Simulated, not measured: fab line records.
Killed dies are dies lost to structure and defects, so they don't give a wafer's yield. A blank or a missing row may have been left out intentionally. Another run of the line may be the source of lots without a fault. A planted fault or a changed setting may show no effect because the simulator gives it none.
fab line records	flow n5-finfet
record: lots: 7	wafers: 18	last-day: 16
route steps=1938 shown BEOL_M0_SAQP@641 BEOL_M4@1111 PASSIVATION@1936
lots with no fault: from the same line, run without faults
start-h: start of the lot's first displayed wafer, in hours after the record's first day	wait-h: hours since the lot's step before	" as in the row above	L1.1+2: several wafers, shown together as one row	- no value, or no start given	* or withheld: withheld	< > ~ a bound
route shown NAME@n: NAME is a module with steps in the file, n the number in the route of the first one	usual: mean/standard deviation of fault-free wafers	same: alike in all rows	chamber/n: place in a boat	sites: readings site by site	_std_site: the values' standard deviation	_edge_site: inner sites' mean taken away from outer sites' mean	radius-mm: for every site, how far away it sits from the centre of the wafer	mask NAME#n: copy n	behind: the most recent tool/chamber to have shaped the wafer	hold: why the lot was held/for how many hours/how that ended	device: names the non-switching transistor (n, p or np)	end of line: tests of these same wafers at the route's end	for a step that has no rows: nothing shown but its recipe	killed: the dies lost at the first sort to structure and to defects; this is not the yield of the wafer	map: dies across one wafer; x = killed, . = not, _ = none there
set.NAME: the run value of the setting; set.NAME@STEP: its run value at that earlier step	model.NAME: the simulator's own value behind a step, which no gauge read
lots at some steps of the route; a table a step, a row a wafer
services: from which hour (start-h, from the record's first day; less than 0 if before it) a tool's chamber was out of use, for how many hours, and why
== steps ==
step: N5_BEOL_M0_SAQP_COAT_81
recipe: resist: SOC	temp-c: 250	time-s: 60	spin-rpm: 1500	resist-thk-nm: 100
step: N5_BEOL_M0_SAQP_COAT_82
recipe: resist: SiARC	temp-c: 220	time-s: 60	spin-rpm: 1500	resist-thk-nm: 30
step: N5_BEOL_M0_SAQP_COAT_08
recipe: resist: CAR-ArF	spin-rpm: 1500	resist-thk-nm: 90
step: N5_BEOL_M0_SAQP_EBR_10
recipe: solvent: PGMEA	ebr-width-mm: 1.5
step: N5_BEOL_M0_SAQP_SOFTBAKE_09
recipe: temp-c: 110	time-s: 60	resist: CAR-ArF
step: N5_BEOL_M0_SAQP_EXPOSE_11
recipe: mask-id: M0_CORE	na: 1.35	source-shape: dipole	sigma-inner: 0.538	sigma-outer: 0.738	polarization: te	target-cd-nm: 42	dose-mj: 55
step: N5_BEOL_M0_SAQP_PEB_12
recipe: peb-temp-c: withheld	peb-time-s: 60	resist: CAR-ArF
step: N5_BEOL_M0_SAQP_DEVELOP_13
recipe: develop-time-s: 30	developer: TMAH	resist: CAR-ArF	dev-temp-c: 23	rinse-liquid: diw	dry: air-spin
step: N5_BEOL_M0_SAQP_CD_MEAS_14
recipe: target-cd-nm: 42.5	landing-energy-ev: 500	detector: se-inlens
usual: cd-nm: 42.4/0.37
lot.wafer	tool	chamber	start-h	wait-h	cd-nm
L958.1	cd-sem-03	0	129.00	-	42.3
L958.2	"	0	"	"	42.1
L958.5	"	0	"	"	42.3
L962.3	cd-sem-01	0	151.37	-	42.4
L962.4	"	0	"	"	42.8
L962.6	"	0	"	"	42.5
L967.3	cd-sem-02	0	184.66	-	42.5
L967.5	"	0	"	"	42.3
L965.2	cd-sem-01	0	184.82	-	42.4
L965.4	"	0	"	"	42.9
L968.3	cd-sem-01	0	191.63	-	42.3
L968.4	"	0	"	"	42.9
L970.1	cd-sem-03	0	201.75	-	41.9
L970.2	"	0	"	"	42.4
L970.6	"	0	"	"	42.0
L974.4	cd-sem-01	0	223.95	-	42.7
L974.5	"	0	"	"	43.0
L974.6	"	0	"	"	43.1
step: N5_BEOL_M0_SAQP_OVL_MEAS_15
recipe: points-per-wafer: 44
usual: M0_CORE_OVL: 0.3/0.72
lot.wafer	tool	chamber	start-h	wait-h	M0_CORE_OVL[nm]
L958.1	overlay-02	0	129.03	0.0	-0.7
L958.2	"	0	"	"	0.0
L958.5	"	0	"	"	0.6
L962.3	overlay-01	0	151.40	0.0	0.1
L962.4	"	0	"	"	0.2
L962.6	"	0	"	"	0.7
L967.3	overlay-02	0	184.69	0.0	0.7
L967.5	"	0	"	"	0.6
L965.2	overlay-01	0	184.85	0.0	1.5
L965.4	"	0	"	"	0.8
L968.3	overlay-01	0	191.66	0.0	0.1
L968.4	"	0	"	"	-1.1
L970.1	overlay-02	0	201.78	0.0	-1.8
L970.2	"	0	"	"	-0.3
L970.6	"	0	"	"	0.2
L974.4	overlay-02	0	223.98	0.0	0.6
L974.5	"	0	"	"	0.0
L974.6	"	0	"	"	1.3
step: N5_BEOL_M0_SAQP_INSPECT_16
recipe: mode: adi	inspect-instrument: brightfield
usual: raw-defect-count: 488/160
lot.wafer	tool	chamber	start-h	wait-h	raw-defect-count
L958.1	defect-inspect-02	-	129.05	0.0	669
L958.2	"	-	"	"	458
L958.5	"	-	"	"	361
L962.3	defect-inspect-01	-	151.42	0.0	696
L962.4	"	-	"	"	699
L962.6	"	-	"	"	695
L967.3	defect-inspect-02	-	184.71	0.0	357
L967.5	"	-	"	"	269
L965.2	defect-inspect-02	-	184.88	0.0	573
L965.4	"	-	"	"	397
L968.3	defect-inspect-02	-	191.68	0.0	527
L968.4	"	-	"	"	439
L970.1	defect-inspect-01	-	201.81	0.0	598
L970.2	"	-	"	"	522
L970.6	"	-	"	"	824
L974.4	defect-inspect-02	-	224.00	0.0	433
L974.5	"	-	"	"	368
L974.6	"	-	"	"	410
step: N5_BEOL_M0_SAQP_DESCUM_19
recipe: chemistry: O2	time-s: 7.9	source-power-w: 50	bias-power-w: 20	pressure-mtorr: 20	rf-frequency-hz: 2.712e+07	temp-c: 40	resist: CAR-ArF	o2-flow-sccm: 225
usual: drypump-motor-current-A: 5.7/0.37	oes-product-au: 0.79/0.081	rf-fwd-power-W: 49.38/0.21	rf-vpp-V: 243.3/1.5	showerhead-plenum-p-Torr: 2.10/0.073	temp-c: 40.02/0.11	throttle-valve-pct: 20.28/0.29
lot.wafer	tool	chamber	start-h	wait-h	drypump-motor-current-A	oes-product-au	rf-fwd-power-W	rf-hours-counter-h	rf-vpp-V	showerhead-plenum-p-Torr	temp-c	throttle-valve-pct
L958.1	rie-diel-06	1	129.10	0.0	5.9	0.89	49.13	28	243.1	2.11	40.17	19.75
L958.2	"	3	"	"	5.3	0.85	49.44	49	245.5	2.22	40.21	20.39
L958.5	"	2	"	"	5.2	0.72	49.11	-	241.6	2.06	39.95	20.58
L962.3	rie-diel-03	3	151.46	0.0	5.8	0.69	49.62	233	244.2	2.15	40.18	20.83
L962.4	"	2	"	"	5.2	0.76	49.31	159	241.4	1.99	40.11	19.89
L962.6	"	2	"	"	5.2	0.76	49.41	-	241.7	1.99	40.23	19.90
L967.3	rie-diel-06	0	184.75	0.0	5.8	0.90	49.36	39	241.4	2.04	39.97	20.39
L967.5	"	1	"	"	5.9	0.87	49.00	-	244.5	2.11	39.94	19.76
L965.2	rie-diel-06	1	185.37	0.5	5.9	0.87	49.06	43	243.2	2.11	39.96	19.78
L965.4	"	3	"	"	5.3	0.84	49.48	64	245.1	2.21	39.81	20.40
L968.3	rie-diel-06	3	191.71	0.0	5.3	0.84	49.49	66	243.4	2.21	39.89	20.40
L968.4	"	1	"	"	5.9	0.86	49.13	-	242.9	2.11	40.06	19.77
L970.1	rie-diel-03	1	201.95	0.1	6.0	0.79	49.44	91	245.2	2.19	40.23	19.94
L970.2	"	2	"	"	5.2	0.75	49.19	172	241.2	1.98	39.91	19.91
L970.6	"	3	"	"	5.9	0.67	49.36	-	244.0	2.14	40.00	20.85
L974.4	rie-diel-01	3	224.04	0.0	6.3	0.86	49.21	59	242.8	2.03	39.94	20.09
L974.5	"	3	"	"	6.2	0.87	49.25	-	241.8	2.03	39.90	20.10
L974.6	"	0	"	"	5.2	0.71	49.64	-	245.0	2.15	40.04	20.37
step: N5_BEOL_M0_SAQP_ETCH_83
recipe: chemistry: CF4	target: SiARC	target-depth-a: 390	mask-material: CAR-ArF	time-s: 65	ion-energy-ev: 80	pressure-mtorr: 40	source-w: 545	bias-w: 36	Ar_flow_sccm: 100	cf4-flow-sccm: 100	ends: cleared
usual: drypump-motor-current-A: 5.7/0.37	etch-rf-on-time-s: 65.0/1.2	oes-product-au: 0.68/0.067	rf-fwd-power-W: 538.4/2.5	rf-vpp-V: 184.1/1.3	showerhead-plenum-p-Torr: 2.15/0.074	throttle-valve-pct: 15.56/0.29
lot.wafer	tool	chamber	start-h	wait-h	drypump-motor-current-A	etch-rf-on-time-s	oes-product-au	rf-fwd-power-W	rf-hours-counter-h	rf-vpp-V	showerhead-plenum-p-Torr	throttle-valve-pct
L958.1	rie-diel-06	1	129.13	0.0	5.9	64.7	0.77	533.7	28	183.0	2.18	15.05
L958.2	"	3	"	"	5.3	63.4	0.75	538.1	49	186.4	2.27	15.60
L958.5	"	2	"	"	5.2	64.4	0.63	537.4	-	184.4	2.14	15.98
L962.3	rie-diel-03	3	151.50	0.0	5.9	62.6	0.60	538.5	233	183.9	2.20	16.01
L962.4	"	2	"	"	5.2	64.7	0.65	537.8	159	183.2	2.05	15.25
L962.6	"	2	"	"	5.2	64.9	0.65	535.2	-	183.3	2.05	15.26
L967.3	rie-diel-06	0	184.78	0.0	5.8	65.8	0.76	541.3	39	184.0	2.09	15.56
L967.5	"	1	"	"	5.9	44.0	0.95	534.1	-	185.5	2.17	15.08
L965.2	rie-diel-06	1	185.40	0.0	5.9	63.8	0.75	534.7	43	186.4	2.17	15.08
L965.4	"	3	"	"	5.3	43.1	0.93	539.0	64	184.8	2.27	15.64
L968.3	rie-diel-06	3	191.75	0.0	5.3	64.1	0.72	540.3	66	186.5	2.27	15.64
L968.4	"	1	"	"	5.9	43.3	0.93	534.5	-	184.0	2.17	15.10
L970.1	rie-diel-03	1	201.98	0.0	6.0	67.7	0.67	534.2	91	186.9	2.25	15.23
L970.2	"	2	"	"	5.2	66.5	0.63	538.2	172	183.9	2.05	15.29
L970.6	"	3	"	"	5.9	64.6	0.58	538.9	-	185.5	2.20	16.04
L974.4	rie-diel-01	3	224.07	0.0	6.2	66.0	0.74	541.7	59	182.8	2.10	15.39
L974.5	"	3	"	"	6.2	65.6	0.75	540.8	-	185.1	2.10	15.39
L974.6	"	0	"	"	5.2	66.8	0.61	542.2	-	185.1	2.21	15.70
step: N5_BEOL_M0_SAQP_ETCH_84
recipe: chemistry: N2/H2	target: SOC	target-depth-a: 1000	overetch-a: 200	mask-material: SiARC	temp-c: 40	time-s: 150	ion-energy-ev: 200	pressure-mtorr: 30	source-w: 840	bias-w: 150	n2-flow-sccm: 200	h2-flow-sccm: 200
usual: drypump-motor-current-A: 5.7/0.38	oes-product-au: 0.71/0.069	rf-fwd-power-W: 836.6/2.8	rf-vpp-V: 524.2/2.6	showerhead-plenum-p-Torr: 2.55/0.091	temp-c: 39.98/0.1	throttle-valve-pct: 17.7/0.32
lot.wafer	tool	chamber	start-h	wait-h	drypump-motor-current-A	oes-product-au	rf-fwd-power-W	rf-hours-counter-h	rf-vpp-V	showerhead-plenum-p-Torr	temp-c	throttle-valve-pct
L958.1	rie-diel-06	1	129.18	0.0	5.9	0.80	835.7	28	525.8	2.58	39.96	17.2
L958.2	"	3	"	"	5.3	0.76	840.9	49	527.2	2.68	39.89	17.7
L958.5	"	2	"	"	5.2	0.65	837.7	-	521.7	2.53	40.02	18.1
L962.3	rie-diel-03	3	151.55	0.0	5.9	0.62	841.3	233	526.1	2.64	39.75	18.6
L962.4	"	2	"	"	5.3	0.68	836.0	159	521.9	2.45	39.94	17.5
L962.6	"	2	"	"	5.2	0.68	834.0	-	521.6	2.45	40.04	17.5
L967.3	rie-diel-06	0	184.83	0.0	5.8	0.80	835.4	39	522.6	2.47	40.05	17.6
L967.5	"	1	"	"	5.9	0.77	840.9	-	525.9	2.58	39.94	17.3
L965.2	rie-diel-06	1	185.45	0.0	5.9	0.77	837.0	43	524.4	2.58	39.94	17.3
L965.4	"	3	"	"	5.3	0.75	836.5	64	527.8	2.67	39.89	17.8
L968.3	rie-diel-06	3	191.80	0.0	5.3	0.75	835.3	66	527.8	2.67	40.10	17.8
L968.4	"	1	"	"	5.9	0.78	838.7	-	524.2	2.58	39.98	17.3
L970.1	rie-diel-03	1	202.03	0.0	6.0	0.72	840.0	91	528.6	2.68	39.91	17.4
L970.2	"	2	"	"	5.2	0.67	840.1	172	521.8	2.45	39.99	17.5
L970.6	"	3	"	"	5.9	0.62	837.1	-	526.5	2.64	39.99	18.6
L974.4	rie-diel-01	3	224.12	0.0	6.2	0.78	836.2	59	522.2	2.47	39.98	17.5
L974.5	"	3	"	"	6.3	0.79	830.5	-	521.4	2.47	40.21	17.5
L974.6	"	0	"	"	5.2	0.64	836.6	-	525.9	2.64	39.98	18.0
step: N5_BEOL_M4_RC_MEAS_101
usual: DIBL_N: 36.9/1.7	DIBL_P: 36.7/2.1	IOFF_N: 0.17/0.032	IOFF_P: 0.22/0.036	ION_N: 674/12	ION_P: 461/7	SS_N: 71.7/0.6	SS_P: 73.4/0.67	VT_N: 249/3.1	VT_P: -250/3.2
lot.wafer	tool	chamber	start-h	wait-h	DIBL_N[mV/V]	DIBL_P[mV/V]	IOFF_N[nA/um]	IOFF_P[nA/um]	ION_N[uA/um]	ION_P[uA/um]	SS_N[mV/dec]	SS_P[mV/dec]	VT_N[mV]	VT_P[mV]
L958.1	prober-02	0	181.90	0.0	31.7	30.0	0.10	0.14	645	445	70.4	72.0	257	-256
L958.2	"	0	"	"	36.6	36.0	0.17	0.21	668	455	71.1	73.4	253	-252
L958.5	"	0	"	"	37.1	37.4	0.20	0.23	686	464	71.0	73.0	247	-249
L962.3	prober-01	0	200.47	0.3	38.4	37.9	0.20	0.25	674	461	71.8	73.3	247	-246
L962.4	"	0	"	"	38.3	38.1	0.18	0.25	676	465	71.8	73.6	248	-248
L962.6	"	0	"	"	37.9	37.5	0.17	0.23	676	467	71.5	73.8	250	-248
L967.3	prober-01	0	241.18	0.3	35.9	36.4	0.16	0.22	668	464	71.4	73.7	249	-249
L967.5	"	0	"	"	34.6	35.9	0.14	0.20	665	463	71.1	72.9	250	-249
L965.2	prober-01	0	248.76	0.2	38.3	37.0	0.20	0.23	679	462	71.8	73.1	247	-250
L965.4	"	0	"	"	37.2	36.2	0.17	0.21	675	456	71.5	73.8	249	-249
L968.3	prober-02	0	249.97	0.3	36.7	36.2	0.15	0.17	676	454	71.7	72.7	249	-254
L968.4	"	0	"	"	37.2	37.6	0.16	0.19	674	452	72.1	74.0	248	-253
L970.1	prober-01	0	257.08	0.0	35.7	33.8	0.15	0.19	678	461	71.1	72.7	247	-250
L970.2	"	0	"	"	37.6	37.9	0.20	0.27	681	470	71.9	73.9	247	-246
L970.6	"	0	"	"	38.5	37.4	0.21	0.25	681	461	71.8	73.8	245	-245
L974.4	prober-01	0	286.39	0.5	35.7	35.6	0.16	0.24	680	468	71.9	72.9	247	-246
L974.5	"	0	"	"	33.9	33.3	0.12	0.19	660	460	71.3	72.2	254	-249
L974.6	"	0	"	"	37.7	38.0	0.19	0.28	698	472	72.2	73.4	245	-242
step: N5_PASSIVATION_PROBE_49
usual: defect-limited-yield: 91.7/1.5	killed_at_M0_to_M3: 32/9.6	killed_at_M4_up: 13/5.3	killed-at-contacts: 12/6.8	killed-at-front-end: 36/9.8	killed-at-other: 4/3.1	killed-dies: 98/17	killed-open: 65/13	killed-short: 32/8.5	sort_bin_5_function: 4.9/0.93	sort_bin_6_memory: 3.2/0.67	sort_bin_8_speed: 0.00/0.02	sort-n-pass: 1082/17	sort-yield-pct: 91.7/1.4
same: gross-dies: 1180	killed-at-back-side: 0	sort_bin_4_leakage[%]: 0
lot.wafer	tool	chamber	start-h	wait-h	defect-limited-yield[%]	killed_at_M0_to_M3	killed_at_M4_up	killed-at-contacts	killed-at-front-end	killed-at-other	killed-dies	killed-open	killed-short	sort_bin_5_function[%]	sort_bin_6_memory[%]	sort_bin_8_speed[%]	sort-n-pass	sort-yield-pct[%]
L958.1	prober-02	-	281.35	0.0	92.2	26	27	12	26	1	92	56	35	4.8	2.8	0.08	1087	92.1
L958.2	prober-02	-	281.40	0.1	91.4	39	13	3	44	2	101	55	46	4.7	3.6	0	1079	91.4
L958.5	prober-02	-	281.55	0.2	93.2	34	10	6	27	3	80	52	28	4.6	2.0	0	1100	93.2
L962.3	prober-02	-	306.17	0.1	90.1	44	10	9	40	14	117	65	51	6.2	3.2	0	1063	90.1
L962.4	prober-02	-	306.22	0.2	91.1	45	14	14	31	1	105	77	28	5.3	3.1	0	1075	91.1
L962.6	prober-02	-	306.32	0.3	91.8	20	15	16	43	3	97	68	27	4.6	3.5	0	1083	91.8
L968.3	prober-02	-	351.48	0.1	90.5	45	18	4	42	3	112	69	42	6.0	2.9	0	1068	90.5
L968.4	prober-02	-	351.53	0.2	92.1	39	18	5	29	2	93	65	24	5.1	2.6	0	1087	92.1
L970.1	prober-02	-	361.00	0.9	91.4	32	17	2	46	5	102	71	30	5.2	3.4	0	1078	91.4
L970.2	prober-02	-	361.05	1.0	90.9	31	20	4	48	4	107	73	32	5.5	3.2	0	1073	90.9
L970.6	prober-02	-	361.25	1.2	91.0	31	20	9	40	6	106	72	34	5.7	3.1	0	1074	91.0
L967.3	prober-02	-	361.40	1.3	92.0	35	13	14	23	9	94	63	30	4.9	2.8	0	1086	92.0
L967.5	prober-02	-	361.50	1.4	92.9	22	7	10	43	2	84	59	24	4.2	2.5	0	1096	92.9
L974.4	prober-02	-	389.11	0.2	90.3	39	14	14	43	5	115	70	45	5.9	3.7	0	1065	90.3
L974.5	prober-02	-	389.16	0.2	89.6	49	19	14	30	11	123	69	51	5.0	4.3	0.08	1057	89.6
L974.6	prober-02	-	389.21	0.3	92.4	28	12	6	40	4	90	57	32	4.1	3.5	0	1090	92.4
killed by level:class
L958.1 MOL_CONTACT_COAG:geometric-particle:open=11 BEOL_M4:geometric-particle:open=9 FIN_SAQP:geometric-particle:short=8 BEOL_M1:geometric-particle:open=8 FIN_SAQP:geometric-particle:open=5 BEOL_M0_SAQP:geometric-particle:short=5 BEOL_M2:geometric-particle:short=5 BEOL_M4:geometric-particle:short=5
L958.2 FIN_SAQP:geometric-particle:short=12 FIN_SAQP:geometric-particle:open=10 BEOL_M0_SAQP:geometric-particle:open=10 BEOL_M0_SAQP:geometric-particle:short=10 GATE_CUT:geometric-particle:short=6 BEOL_M1:geometric-particle:open=6 BEOL_M2:geometric-particle:short=5 BEOL_M4:geometric-particle:open=4
L958.5 BEOL_M0_SAQP:geometric-particle:open=10 BEOL_M0_SAQP:geometric-particle:short=9 MOL_CONTACT_COAG:geometric-particle:open=6 BEOL_M4:geometric-particle:open=6 FIN_SAQP:geometric-particle:short=5 FIN_SAQP:geometric-particle:open=4 BEOL_M0:geometric-particle:open=4 BEOL_M1:geometric-particle:open=4
L962.3 BEOL_M0_SAQP:geometric-particle:short=18 BEOL_M0_SAQP:geometric-particle:open=11 STI_FIN_REVEAL:geometric-particle:open=10 MOL_CONTACT_COAG:geometric-particle:open=7 MIM_TOP:geometric-particle:open=7 FIN_SAQP:geometric-particle:short=6 FIN_SAQP:geometric-particle:open=5 BEOL_M4:geometric-particle:open=5
L962.4 STI_FIN_REVEAL:geometric-particle:open=16 BEOL_M2:geometric-particle:open=16 MOL_CONTACT_COAG:geometric-particle:open=11 BEOL_M0_SAQP:geometric-particle:open=11 BEOL_M0_SAQP:geometric-particle:short=7 BEOL_M5:geometric-particle:open=5 BEOL_M4:geometric-particle:open=4 FIN_SAQP:geometric-particle:short=3
L962.6 STI_FIN_REVEAL:geometric-particle:open=16 MOL_CONTACT_COAG:geometric-particle:open=13 FIN_SAQP:geometric-particle:short=6 BEOL_M0_SAQP:geometric-particle:open=5 FIN_SAQP:geometric-particle:open=4 STI_FIN_REVEAL:geometric-particle:short=4 GATE_CUT:geometric-particle:open=4 BEOL_M2:geometric-particle:short=4
L968.3 BEOL_M0_SAQP:geometric-particle:open=15 BEOL_M0_SAQP:geometric-particle:short=13 STI_FIN_REVEAL:geometric-particle:open=12 FIN_SAQP:geometric-particle:short=10 FIN_SAQP:geometric-particle:open=6 BEOL_M1:geometric-particle:open=6 BEOL_M4:geometric-particle:open=6 BEOL_M8:geometric-particle:open=6
L968.4 BEOL_M0_SAQP:geometric-particle:open=12 FIN_SAQP:geometric-particle:open=11 BEOL_M4:geometric-particle:open=10 FIN_SAQP:geometric-particle:short=9 BEOL_M0_SAQP:geometric-particle:short=6 BEOL_M3:geometric-particle:open=6 MOL_CONTACT_COAG:geometric-particle:open=5 BEOL_M2:geometric-particle:open=5
L970.1 STI_FIN_REVEAL:geometric-particle:open=11 FIN_SAQP:geometric-particle:open=10 BEOL_M5:geometric-particle:open=8 FIN_SAQP:geometric-particle:short=7 BEOL_M0_SAQP:geometric-particle:open=7 BEOL_M0_SAQP:geometric-particle:short=7 BEOL_M2:geometric-particle:open=6 BEOL_M3:geometric-particle:open=6
L970.2 FIN_SAQP:geometric-particle:open=15 STI_FIN_REVEAL:geometric-particle:open=8 FIN_SAQP:geometric-particle:short=7 BEOL_M0_SAQP:geometric-particle:open=7 BEOL_M2:geometric-particle:open=7 BEOL_M2:geometric-particle:short=5 BEOL_M5:geometric-particle:open=5 MOL_CONTACT_COAG:geometric-particle:open=4
L970.6 FIN_SAQP:geometric-particle:short=16 FIN_SAQP:geometric-particle:open=15 MOL_CONTACT_COAG:geometric-particle:open=9 BEOL_M4:geometric-particle:open=9 BEOL_M0:geometric-particle:open=7 BEOL_M6:geometric-particle:open=6 BEOL_M0_SAQP:geometric-particle:open=5 BEOL_M0_SAQP:geometric-particle:short=5
L967.3 MOL_CONTACT_COAG:geometric-particle:open=12 BEOL_M2:geometric-particle:open=11 BEOL_M1:geometric-particle:open=6 BEOL_M4:geometric-particle:open=5 STI_FIN_REVEAL:geometric-particle:open=4 BEOL_M0_SAQP:geometric-particle:open=4 BEOL_M2:geometric-particle:short=4 BEOL_M3:geometric-particle:open=4
L967.5 STI_FIN_REVEAL:geometric-particle:open=17 BEOL_M1:geometric-particle:open=7 MOL_CONTACT_COAG:geometric-particle:open=6 BEOL_M2:geometric-particle:open=6 FIN_SAQP:geometric-particle:short=4 MOL_CONTACT_COAG:geometric-particle:short=4 STARTING-WAFER:geometric-particle:open=4 ILD0:geometric-particle:open=3
L974.4 BEOL_M0_SAQP:geometric-particle:open=16 MOL_CONTACT_COAG:geometric-particle:open=12 BEOL_M0_SAQP:geometric-particle:short=12 FIN_SAQP:geometric-particle:short=11 FIN_SAQP:geometric-particle:open=9 STI_FIN_REVEAL:geometric-particle:open=7 STI_FIN_REVEAL:geometric-particle:short=4 BEOL_M4:geometric-particle:open=4
L974.5 BEOL_M0_SAQP:geometric-particle:open=16 BEOL_M0_SAQP:geometric-particle:short=14 MOL_CONTACT_COAG:geometric-particle:open=10 BEOL_M4:geometric-particle:open=10 BEOL_M2:geometric-particle:open=8 FIN_SAQP:geometric-particle:short=5 STI_FIN_REVEAL:geometric-particle:open=5 MIM_BOT:geometric-particle:short=5
L974.6 FIN_SAQP:geometric-particle:short=9 BEOL_M2:geometric-particle:open=9 STI_FIN_REVEAL:geometric-particle:open=8 BEOL_M0_SAQP:geometric-particle:short=6 FIN_SAQP:geometric-particle:open=5 BEOL_M1:geometric-particle:open=5 MOL_CONTACT_COAG:geometric-particle:open=5 BEOL_M0_SAQP:geometric-particle:open=4
== services ==
tool	chamber	start-h	hours	kind
rie-diel-06	1	108.93	13.4	repair
rie-diel-06	0	191.26	3.2	repair
rie-diel-03	0	195.40	6.6	repair
rie-diel-06	1	206.40	12.2	repair
rie-diel-06	-	215.37	0.3	repair
rie-diel-03	3	218.34	1.6	repair
rie-diel-03	-	218.39	7.2	repair
== key ==
first-sign: step: N5_BEOL_M0_SAQP_ETCH_83	reading: etch-rf-on-time-s	direction: down	sigmas: 19	usual: *	struck: *
effect: step: N5_BEOL_M0_SAQP_ETCH_83	reading: oes-product-au	direction: up	sigmas: 3.9	usual: 0.68	struck: 0.94
met-at N5_BEOL_M0_SAQP_ETCH_83
struck-wafers L965.4,L967.5,L968.4
onset-between 129.13 184.78
fault: kind: process-parameter-drift	tool: rie-diel-06	chamber: -	onset-h: 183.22	steps: N5_BEOL_M0_SAQP_ETCH_83	channel: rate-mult	offset: 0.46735	shape: step	end-h: 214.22	scope: struck-wafers-only
